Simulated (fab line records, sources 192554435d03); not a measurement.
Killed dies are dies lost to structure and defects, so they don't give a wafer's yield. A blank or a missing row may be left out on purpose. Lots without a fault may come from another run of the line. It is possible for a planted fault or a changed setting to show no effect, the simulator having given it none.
Chamber matching + flow n5_finfet + 3 sister chambers for N5_MOL_CONTACT_COAG_CMP_52 on cmp-01
The step polishes, stops on SiO2, t overpolish 1.5 s, target thk 66.5 nm. 16 wafers are shown with their chamber, then 5 later ones without.

## EACH WAFER AND ITS CHAMBER
| wafer  | chamber | motor_current_A (A) | time_to_endpoint_s (s) | edge_zone_pressure_frac |
|--------|---------|---------------------|------------------------|-------------------------|
| L074.1 | 3       | 10.6                | 15.2                   | 1.004                   |
| L074.2 | 2       | 11.6                | 14.4                   | 1.000                   |
| L074.3 | 1       | 13.4                | 13.8                   | 0.995                   |
| L076.1 | 1       | 13.1                | 8.6                    | 1.008                   |
| L076.5 | 3       | 10.3                | 12.3                   | 1.004                   |
| L076.6 | 2       | 11.8                | 9.9                    | 1.000                   |
| L077.2 | 2       | 11.6                | 13.0                   | 1.006                   |
| L077.3 | 3       | 10.1                | 14.6                   | 0.999                   |
| L077.6 | 2       | 11.8                | 12.7                   | 1.007                   |
| L081.1 | 2       | 11.5                | 18.0                   | 1.003                   |
| L081.3 | 3       | 10.5                | 17.6                   | 0.997                   |
| L081.6 | 3       | 10.5                | 15.9                   | 0.996                   |
| L082.1 | 1       | 13.4                | 12.4                   | 0.996                   |
| L082.2 | 2       | 11.6                | 14.1                   | 0.999                   |
| L082.6 | 1       | 13.5                | 15.1                   | 0.992                   |
| L085.1 | 3       | 10.1                | 14.7                   | 1.003                   |

SIGNATURES, as means of the wafers listed above
| reading                 | chamber 1 | chamber 2 | chamber 3 | scatter within a chamber |
|-------------------------|-----------|-----------|-----------|--------------------------|
| motor_current_A         | 13.350    | 11.650    | 10.350    | 0.175                    |
| time_to_endpoint_s      | 12.475    | 13.683    | 15.050    | 2.38                     |
| edge_zone_pressure_frac | 0.99775   | 1.00250   | 1.00050   | 0.00457                  |
Rule: a wafer lies at a distance from a chamber equal to the root of the sum of squares, over the readings, of (its reading less the chamber's mean, divided by the reading's scatter). If the next closest chamber is less than 2 further off than the closest, the wafer can't be placed; otherwise it belongs to the closest. The scatter is the square root of a quotient: the sum, over the shown wafers, of each reading's squared deviation from its chamber's mean, divided by wafers minus chambers.

## WAFERS WITHOUT THEIR CHAMBER
| wafer  | motor_current_A (A) | time_to_endpoint_s (s) | edge_zone_pressure_frac |
|--------|---------------------|------------------------|-------------------------|
| L085.2 | 13.9                | 14.5                   | 1.007                   |
| L090.1 | 10.1                | 16.7                   | 1.005                   |
| L090.4 | 11.4                | 15.3                   | 1.000                   |
| L094.1 | 14.2                | 14.7                   | 0.999                   |
| L094.2 | 10.1                | 13.7                   | 0.997                   |

## EACH ONE'S CHAMBER
| wafer  | from the rows above | in truth |
|--------|---------------------|----------|
| L085.2 | 1                   | 1        |
| L090.1 | 3                   | 3        |
| L090.4 | 2                   | 2        |
| L094.1 | 1                   | 1        |
| L094.2 | 3                   | 3        |
5 of 5 placed correctly. Not placeable from these rows: 0. 0 placed wrongly.
